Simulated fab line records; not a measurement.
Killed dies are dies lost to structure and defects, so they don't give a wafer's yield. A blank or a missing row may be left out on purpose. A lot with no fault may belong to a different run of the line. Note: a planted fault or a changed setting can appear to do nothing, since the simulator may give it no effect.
The tool behind it: which one? || flow nandHarc || 14 lots with 42 wafers sampled at 5 steps, on a route of 1302 steps

WHAT THE GAUGES READ, wafer by wafer
NHARC_P_BONDPAD_CD_MEAS_13.
{"lot": "L253", "measured": "day 6 14:29", "on": "cdSem-02", "cdNm (nm)": "501.3 499.8 497.9"}
{"lot": "L254", "measured": "day 7 00:14", "on": "cdSem-01", "cdNm (nm)": "498.2 499.1 496.9"}
{"lot": "L257", "measured": "day 8 09:14", "on": "cdSem-03", "cdNm (nm)": "503.5 500.2 498.7"}
{"lot": "L258", "measured": "day 8 14:59", "on": "cdSem-03", "cdNm (nm)": "498.4 497.9 499.7"}
{"lot": "L260", "measured": "day 9 07:35", "on": "cdSem-03", "cdNm (nm)": "502.2 503.1 503.1"}
{"lot": "L261", "measured": "day 9 21:46", "on": "cdSem-01", "cdNm (nm)": "500.0 497.0 498.1"}
{"lot": "L264", "measured": "day 11 06:03", "on": "cdSem-02", "cdNm (nm)": "498.1 500.3 499.4"}
{"lot": "L265", "measured": "day 11 16:04", "on": "cdSem-02", "cdNm (nm)": "496.7 499.0 497.9"}
{"lot": "L271", "measured": "day 13 21:55", "on": "cdSem-03", "cdNm (nm)": "498.2 495.1 495.1"}
{"lot": "L272", "measured": "day 14 11:27", "on": "cdSem-01", "cdNm (nm)": "498.3 498.7 496.2"}
{"lot": "L274", "measured": "day 15 03:44", "on": "cdSem-02", "cdNm (nm)": "499.7 500.4 498.6"}
{"lot": "L273", "measured": "day 15 04:13", "on": "cdSem-03", "cdNm (nm)": "495.5 496.4 496.1"}
{"lot": "L275", "measured": "day 15 16:43", "on": "cdSem-01", "cdNm (nm)": "499.6 497.5 498.9"}
{"lot": "L276", "measured": "day 16 13:08", "on": "cdSem-03", "cdNm (nm)": "497.0 496.9 493.5"}

NHARC_A_ONON_D1_THK_MEAS_21: measures by ellipsometry.
{"lot": "L253", "measured": "day 8 05:40", "on": "filmMetro-02", "thkNm (nm)": "1001 1000 1001"}
{"lot": "L254", "measured": "day 8 13:32", "on": "filmMetro-02", "thkNm (nm)": "995 994 993"}
{"lot": "L257", "measured": "day 10 00:05", "on": "filmMetro-01", "thkNm (nm)": "1003 1000 1001"}
{"lot": "L258", "measured": "day 10 00:05", "on": "filmMetro-02", "thkNm (nm)": "1001 1003 1004"}
{"lot": "L260", "measured": "day 10 18:07", "on": "filmMetro-01", "thkNm (nm)": "980 983 981"}
{"lot": "L261", "measured": "day 11 11:16", "on": "filmMetro-01", "thkNm (nm)": "1006 1006 1005"}
{"lot": "L264", "measured": "day 12 18:59", "on": "filmMetro-01", "thkNm (nm)": "981 900 981"}
{"lot": "L265", "measured": "day 13 07:37", "on": "filmMetro-02", "thkNm (nm)": "1005 923 1004"}
{"lot": "L271", "measured": "day 15 09:02", "on": "filmMetro-01", "thkNm (nm)": "1004 1003 1003"}
{"lot": "L272", "measured": "day 15 23:35", "on": "filmMetro-01", "thkNm (nm)": "1011 1013 1013"}
{"lot": "L274", "measured": "day 16 16:47", "on": "filmMetro-01", "thkNm (nm)": "1009 1009 1012"}
{"lot": "L273", "measured": "day 16 16:47", "on": "filmMetro-01", "thkNm (nm)": "987 990 988"}
{"lot": "L275", "measured": "day 17 06:55", "on": "filmMetro-02", "thkNm (nm)": "1000 1002 999"}
{"lot": "L276", "measured": "day 18 03:14", "on": "filmMetro-01", "thkNm (nm)": "1009 1009 1011"}

WHAT TOOL EACH LOT RAN ON (gives the tool, then ch and the chambers of the sampled wafers, and finally the start)
{"lot": "L253", "NHARC_P_M2_PVD_21": "pvdSputter-03, day 6 12:15 or earlier", "NHARC_P_M2_PRE_CLEAN_32": "pecvd-04 ch 0,1,2, day 6 12:15", "NHARC_A_ONON_D1_DEP_19": "pecvdOnon-01 ch 0, day 8 05:13"}
{"lot": "L254", "NHARC_P_M2_PVD_21": "pvdSputter-02, day 6 22:01 or earlier", "NHARC_P_M2_PRE_CLEAN_32": "pecvd-04 ch 1,2, day 6 22:01", "NHARC_A_ONON_D1_DEP_19": "pecvdOnon-04 ch 0, day 8 13:01"}
{"lot": "L257", "NHARC_P_M2_PVD_21": "pvdSputter-01, day 8 07:02 or earlier", "NHARC_P_M2_PRE_CLEAN_32": "pecvd-03 ch 0,1,2, day 8 07:02", "NHARC_A_ONON_D1_DEP_19": "pecvdOnon-03 ch 0, day 9 23:44"}
{"lot": "L258", "NHARC_P_M2_PVD_21": "pvdSputter-02, day 8 12:46 or earlier", "NHARC_P_M2_PRE_CLEAN_32": "pecvd-03 ch 1,2, day 8 12:46", "NHARC_A_ONON_D1_DEP_19": "pecvdOnon-04 ch 0, day 9 23:34"}
{"lot": "L260", "NHARC_P_M2_PVD_21": "pvdSputter-03, day 9 05:20 or earlier", "NHARC_P_M2_PRE_CLEAN_32": "pecvd-04 ch 0,1,2, day 9 05:20", "NHARC_A_ONON_D1_DEP_19": "pecvdOnon-01 ch 0, day 10 17:36"}
{"lot": "L261", "NHARC_P_M2_PVD_21": "pvdSputter-01, day 9 19:30 or earlier", "NHARC_P_M2_PRE_CLEAN_32": "pecvd-01 ch 0,1, day 9 19:30", "NHARC_A_ONON_D1_DEP_19": "pecvdOnon-04 ch 0, day 11 10:49"}
{"lot": "L264", "NHARC_P_M2_PVD_21": "pvdSputter-01, day 11 03:49 or earlier", "NHARC_P_M2_PRE_CLEAN_32": "pecvd-04 ch 0,1, day 11 03:49", "NHARC_A_ONON_D1_DEP_19": "pecvdOnon-04 ch 0, day 12 18:28"}
{"lot": "L265", "NHARC_P_M2_PVD_21": "pvdSputter-03, day 11 13:50 or earlier", "NHARC_P_M2_PRE_CLEAN_32": "pecvd-03 ch 0,1,2, day 11 13:50", "NHARC_A_ONON_D1_DEP_19": "pecvdOnon-04 ch 0, day 13 07:15"}
{"lot": "L271", "NHARC_P_M2_PVD_21": "pvdSputter-01, day 13 19:41 or earlier", "NHARC_P_M2_PRE_CLEAN_32": "pecvd-04 ch 0,1, day 13 19:41", "NHARC_A_ONON_D1_DEP_19": "pecvdOnon-03 ch 0, day 15 08:32"}
{"lot": "L272", "NHARC_P_M2_PVD_21": "pvdSputter-01, day 14 09:13 or earlier", "NHARC_P_M2_PRE_CLEAN_32": "pecvd-04 ch 0,1,2, day 14 09:13", "NHARC_A_ONON_D1_DEP_19": "pecvdOnon-03 ch 0, day 15 23:11"}
{"lot": "L274", "NHARC_P_M2_PVD_21": "pvdSputter-02, day 15 01:23 or earlier", "NHARC_P_M2_PRE_CLEAN_32": "pecvd-03 ch 1,2, day 15 01:23", "NHARC_A_ONON_D1_DEP_19": "pecvdOnon-04 ch 0, day 16 16:27"}
{"lot": "L273", "NHARC_P_M2_PVD_21": "pvdSputter-03, day 15 01:50 or earlier", "NHARC_P_M2_PRE_CLEAN_32": "pecvd-01 ch 0,2, day 15 01:50", "NHARC_A_ONON_D1_DEP_19": "pecvdOnon-01 ch 0, day 16 16:20"}
{"lot": "L275", "NHARC_P_M2_PVD_21": "pvdSputter-01, day 15 14:28 or earlier", "NHARC_P_M2_PRE_CLEAN_32": "pecvd-04 ch 1,2, day 15 14:28", "NHARC_A_ONON_D1_DEP_19": "pecvdOnon-04 ch 0, day 17 06:25"}
{"lot": "L276", "NHARC_P_M2_PVD_21": "pvdSputter-03, day 16 10:45 or earlier", "NHARC_P_M2_PRE_CLEAN_32": "pecvd-04 ch 0,2, day 16 10:45", "NHARC_A_ONON_D1_DEP_19": "pecvdOnon-04 ch 0, day 18 02:50"}
- NHARC_P_M2_PVD_21: deposits Cu, target thk 30 nm, time 20.49 s.
- NHARC_P_M2_PRE_CLEAN_32: time 12 s.
- NHARC_A_ONON_D1_DEP_19: target thk 1000 nm.

AS READ BY THE TOOLS THEMSELVES (means over the sampled wafers that have a number; for cases with no such wafer, the mark the record gives instead)
NHARC_P_M2_PVD_21.
{"lot": "L253", "tool": "pvdSputter-03", "throttleValvePct (%)": 29.1}
{"lot": "L254", "tool": "pvdSputter-02", "throttleValvePct (%)": 30.4}
{"lot": "L257", "tool": "pvdSputter-01", "throttleValvePct (%)": 30.7}
{"lot": "L258", "tool": "pvdSputter-02", "throttleValvePct (%)": 30.4}
{"lot": "L260", "tool": "pvdSputter-03", "throttleValvePct (%)": 29.8}
{"lot": "L261", "tool": "pvdSputter-01", "throttleValvePct (%)": 30.9}
{"lot": "L264", "tool": "pvdSputter-01", "throttleValvePct (%)": 30.5}
{"lot": "L265", "tool": "pvdSputter-03", "throttleValvePct (%)": 29.1}
{"lot": "L271", "tool": "pvdSputter-01", "throttleValvePct (%)": 30.7}
{"lot": "L272", "tool": "pvdSputter-01", "throttleValvePct (%)": 30.4}
{"lot": "L274", "tool": "pvdSputter-02", "throttleValvePct (%)": 31.1}
{"lot": "L273", "tool": "pvdSputter-03", "throttleValvePct (%)": 29.8}
{"lot": "L275", "tool": "pvdSputter-01", "throttleValvePct (%)": 30.4}
{"lot": "L276", "tool": "pvdSputter-03", "throttleValvePct (%)": 29.5}

NHARC_P_M2_PRE_CLEAN_32.
{"lot": "L253", "tool": "pecvd-04", "heaterPowerOuterW (W)": 336, "heaterPowerW (W)": 602}
{"lot": "L254", "tool": "pecvd-04", "heaterPowerOuterW (W)": 327, "heaterPowerW (W)": 589}
{"lot": "L257", "tool": "pecvd-03", "heaterPowerOuterW (W)": 348, "heaterPowerW (W)": 610}
{"lot": "L258", "tool": "pecvd-03", "heaterPowerOuterW (W)": 408, "heaterPowerW (W)": 694}
{"lot": "L260", "tool": "pecvd-04", "heaterPowerOuterW (W)": 345, "heaterPowerW (W)": 598}
{"lot": "L261", "tool": "pecvd-01", "heaterPowerOuterW (W)": 362, "heaterPowerW (W)": 603}
{"lot": "L264", "tool": "pecvd-04", "heaterPowerOuterW (W)": 369, "heaterPowerW (W)": 620}
{"lot": "L265", "tool": "pecvd-03", "heaterPowerOuterW (W)": 370, "heaterPowerW (W)": 639}
{"lot": "L271", "tool": "pecvd-04", "heaterPowerOuterW (W)": 359, "heaterPowerW (W)": 596}
{"lot": "L272", "tool": "pecvd-04", "heaterPowerOuterW (W)": 347, "heaterPowerW (W)": 608}
{"lot": "L274", "tool": "pecvd-03", "heaterPowerOuterW (W)": 384, "heaterPowerW (W)": 665}
{"lot": "L273", "tool": "pecvd-01", "heaterPowerOuterW (W)": 311, "heaterPowerW (W)": 520}
{"lot": "L275", "tool": "pecvd-04", "heaterPowerOuterW (W)": 350, "heaterPowerW (W)": 607}
{"lot": "L276", "tool": "pecvd-04", "heaterPowerOuterW (W)": 356, "heaterPowerW (W)": 618}

NHARC_A_ONON_D1_DEP_19.
{"lot": "L253", "tool": "pecvdOnon-01", "n2oFlowSccm (sccm)": 1994}
{"lot": "L254", "tool": "pecvdOnon-04", "n2oFlowSccm (sccm)": 2003}
{"lot": "L257", "tool": "pecvdOnon-03", "n2oFlowSccm (sccm)": 1999}
{"lot": "L258", "tool": "pecvdOnon-04", "n2oFlowSccm (sccm)": 2007}
{"lot": "L260", "tool": "pecvdOnon-01", "n2oFlowSccm (sccm)": 2004}
{"lot": "L261", "tool": "pecvdOnon-04", "n2oFlowSccm (sccm)": 2000}
{"lot": "L264", "tool": "pecvdOnon-04", "n2oFlowSccm (sccm)": 2001}
{"lot": "L265", "tool": "pecvdOnon-04", "n2oFlowSccm (sccm)": 2012}
{"lot": "L271", "tool": "pecvdOnon-03", "n2oFlowSccm (sccm)": 2000}
{"lot": "L272", "tool": "pecvdOnon-03", "n2oFlowSccm (sccm)": 1997}
{"lot": "L274", "tool": "pecvdOnon-04", "n2oFlowSccm (sccm)": 1999}
{"lot": "L273", "tool": "pecvdOnon-01", "n2oFlowSccm (sccm)": 2004}
{"lot": "L275", "tool": "pecvdOnon-04", "n2oFlowSccm (sccm)": 1999}
{"lot": "L276", "tool": "pecvdOnon-04", "n2oFlowSccm (sccm)": 2007}

THE ANSWER, worked out from the rows above alone
Rule: the usual values come from the lots themselves. Put in order of their means at a reading, lots are off if they are a third of the lots or fewer, leave a main group of 4 or more, and stand apart from it by a gap of 3 or more times the standard deviation of the main group's means; of several such gaps the widest counts. The tables above print the reading to a certain number of digits; a main group whose means all agree to those digits is not used. Also off: a lot with no number at a reading for which 4 or more lots have one. Any other lot the step has rows for is counted as sound. Order of review: gauges by route order, followed by the tools' own readings, for which a lot's mean as printed above is used. At the first step where some lot is off, the reading lying furthest off is the one used; lots without a number count as furthest.
Across all readings shown, no lot is off: no conclusion can be drawn from this.

WHAT HAD BEEN PUT IN BY THE SIMULATOR
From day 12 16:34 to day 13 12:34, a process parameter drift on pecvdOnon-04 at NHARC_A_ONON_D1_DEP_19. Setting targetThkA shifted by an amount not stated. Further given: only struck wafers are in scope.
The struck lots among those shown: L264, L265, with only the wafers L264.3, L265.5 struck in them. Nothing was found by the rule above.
